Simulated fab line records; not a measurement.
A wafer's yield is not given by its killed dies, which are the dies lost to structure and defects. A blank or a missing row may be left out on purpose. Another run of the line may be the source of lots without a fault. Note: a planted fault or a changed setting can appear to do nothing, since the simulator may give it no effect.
Matching of chambers :: flow n5Finfet :: pecvd-01 running N5_BEOL_M11_ILD_DEP_00: 3 sister chambers
The step deposits SiCOH lowk from DEMS/porogen, target thk 308.51 nm, time 58 s. 6 wafers are shown with their chamber, then 8 later ones without.

WAFERS, EACH WITH ITS CHAMBER
wafer: L969.4
chamber: 2
throttleValvePct (%): 13.2
showerheadPlenumPTorr (Torr): 5.703

wafer: L972.6
chamber: 1
throttleValvePct (%): 13.0
showerheadPlenumPTorr (Torr): 5.707

wafer: L974.1
chamber: 0
throttleValvePct (%): 14.8
showerheadPlenumPTorr (Torr): 5.755

wafer: L974.4
chamber: 1
throttleValvePct (%): 12.9
showerheadPlenumPTorr (Torr): 5.692

wafer: L974.6
chamber: 0
throttleValvePct (%): 14.5
showerheadPlenumPTorr (Torr): 5.733

wafer: L978.2
chamber: 2
throttleValvePct (%): 13.5
showerheadPlenumPTorr (Torr): 5.735

WAFERS MISSING THEIR CHAMBER
wafer: L978.3
throttleValvePct (%): 12.8
showerheadPlenumPTorr (Torr): 5.697

wafer: L978.4
throttleValvePct (%): 13.0
showerheadPlenumPTorr (Torr): 5.707

wafer: L976.2
throttleValvePct (%): 14.6
showerheadPlenumPTorr (Torr): 5.743

wafer: L976.4
throttleValvePct (%): 13.0
showerheadPlenumPTorr (Torr): 5.701

wafer: L976.5
throttleValvePct (%): 14.8
showerheadPlenumPTorr (Torr): 5.735

wafer: L986.2
throttleValvePct (%): 13.6
showerheadPlenumPTorr (Torr): 5.716

wafer: L986.3
throttleValvePct (%): 13.0
showerheadPlenumPTorr (Torr): 5.706

wafer: L986.6
throttleValvePct (%): 14.7
showerheadPlenumPTorr (Torr): 5.742

EACH ONE'S CHAMBER
wafer: L978.3
from the rows above: 1
in truth: 1

wafer: L978.4
from the rows above: can't be placed: 1 or 2
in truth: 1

wafer: L976.2
from the rows above: 0
in truth: 0

wafer: L976.4
from the rows above: can't be placed: 1 or 2
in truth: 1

wafer: L976.5
from the rows above: 0
in truth: 0

wafer: L986.2
from the rows above: 2
in truth: 2

wafer: L986.3
from the rows above: can't be placed: 1 or 2
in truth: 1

wafer: L986.6
from the rows above: 0
in truth: 0
Correct placement for 5 of the 8. Cannot be placed on the basis of these rows: 3; the candidates contain the true chamber in 3. Wrongly placed: 0.
How it was worked out, from the rows above alone: a wafer's distance from a chamber is the root of the sum, over the readings, of the square of ((its reading less the chamber's mean) divided by the reading's scatter). The wafer belongs to the nearest chamber; if the next one is less than 2 further off, it can't be placed. Each chamber's mean is taken over the wafers shown for it. The scatter: the root of (the sum of the squares of (reading less its chamber's mean) over the shown wafers, divided by (wafers less chambers)).
